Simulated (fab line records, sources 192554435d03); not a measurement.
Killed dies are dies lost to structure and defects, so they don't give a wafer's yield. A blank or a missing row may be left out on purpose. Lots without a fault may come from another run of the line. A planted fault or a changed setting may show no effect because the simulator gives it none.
Chamber matching | flow n5_finfet | N5_BEOL_M5_PRE_CLEAN_77 on cvd_co-02: 3 sister chambers
The step time 15 s. 3 wafers are shown with their chamber, then 9 later ones without.

WAFERS WITH THEIR CHAMBER
wafer  | chamber | heater_power_outer_w (W)
L087.1 | 2       | 4
L087.3 | 1       | 7
L087.5 | 0       | 31

WAFERS WITHOUT THEIR CHAMBER
wafer  | heater_power_outer_w (W)
L093.4 | 4
L093.5 | 7
L093.6 | 31
L095.1 | 7
L095.4 | 7
L095.5 | 4
L097.1 | 32
L097.3 | 7
L097.5 | 7

WHICH CHAMBER EACH WENT THROUGH
wafer  | from the rows above | in truth
L093.4 | 2                   | 2
L093.5 | 1                   | 1
L093.6 | 0                   | 0
L095.1 | 1                   | 1
L095.4 | 1                   | 1
L095.5 | 2                   | 2
L097.1 | 0                   | 0
L097.3 | 1                   | 1
L097.5 | 1                   | 1
Placed correctly: 9 of 9. Can't be placed from these rows: 0. Placed wrongly: 0.
How it was worked out, from the rows above alone: a wafer's distance from a chamber is the root of the sum, over the readings, of the square of ((its reading less the chamber's mean) divided by the reading's scatter). The wafer belongs to the nearest chamber; if the next one is less than 2 further off, it can't be placed. A chamber's mean is the mean of its shown wafers. The scatter: with one shown wafer a chamber, the root of the mean of the squares of how far each hidden wafer lies from its nearest shown one.
